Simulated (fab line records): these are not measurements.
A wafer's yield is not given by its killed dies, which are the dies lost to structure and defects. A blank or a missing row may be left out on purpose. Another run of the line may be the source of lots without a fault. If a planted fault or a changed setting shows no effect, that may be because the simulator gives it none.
Code-filled problem report in 8D (eight disciplines) form || flow n5Finfet || the parts of the form that need people (team, actions taken, sign-off) are left out

1. THE ISSUE
Wafers without a fault read 300.02 C, standard deviation 0.18; susceptorTempC at N5_FIN_SAQP_SPACER1_ALD_24 reads a mean of 318.47 C on 6 wafers belonging to 2 lots. So: +99 or more standard deviations from the usual mean.
The step: deposits SiO2, target thk 20.3 nm, pulse time 1 s, purge time 2 s.
Seen first at day 4 18:00 on aldSin-04, wafer L998.1. The record holds 35 wafers of 12 lots with a number at this step. Rule for "out" (also "out of limits"): further than 4 standard deviations from the usual mean. All remaining wafers that have a number are taken as sound.

2. WHAT IT IS; WHAT IT IS NOT
{"question": "which readings at this step", "is": "susceptorTempC", "is not": "chamberPressureTorr, precursorPulseHeightRel"}
{"question": "which lots", "is": "L100, L998", "is not": "L106, L107, L110, L987, L988, L990, L993, L994, L995, L996"}
{"question": "which wafers of those lots", "is": "all that have a number", "is not": "-"}
{"question": "read on which tools", "is": "aldSin-04", "is not": "aldSin-02, aldSin-03"}
{"question": "when", "is": "from day 4 18:00", "is not": "up to then (20 sound wafers); but 9 sound wafers of L106, L107, L110 came after"}

3. SUSPECTS, AND WHAT RULES EACH OUT
Counting: any tool at a process step up to the reading is kept as a suspect provided that every lot that is out went through it and no sound lot did after the first of them.
- aldSin-04 at N5_FIN_SAQP_SPACER1_ALD_24 (deposits SiO2, target thk 20.3 nm, pulse time 1 s, purge time 2 s): ruled out as a lasting fault. The sound lots L110 went through it after L998, its earliest lot that is out (day 4 18:00).
Left after counting: nothing in the record.

4. THE CAUSE (what the simulator had put in)
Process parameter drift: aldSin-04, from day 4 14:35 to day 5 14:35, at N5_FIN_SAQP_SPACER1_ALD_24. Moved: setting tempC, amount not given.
Counting ruled it out, wrongly.

5. THE EFFECT CHAIN, in route order
Rows list readings where the struck wafers' mean (over those with a number) sits beyond 3 standard deviations from the usual. Only readings whose record carries a usual standard deviation are examined. hours: median over the lots of the time between each lot's start at the first step of this table that gives one and its start at this step. sigmas: the change, counted in usual standard deviations.
{"hours": 0, "step": "N5_FIN_SAQP_SPACER1_ALD_24", "reading": "susceptorTempC", "usual": "300.02 C", "on struck wafers": 318.47, "change": "+18.45", "sigmas": "+99 or more"}
Here are the process steps it includes:
- N5_FIN_SAQP_SPACER1_ALD_24: deposits SiO2, target thk 20.3 nm, pulse time 1 s, purge time 2 s.

6. HOW IT WOULD HAVE BEEN CAUGHT EARLIER
The fault began at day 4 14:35; the first out-of-limits reading in this record came at day 4 18:00, 3 hours later.
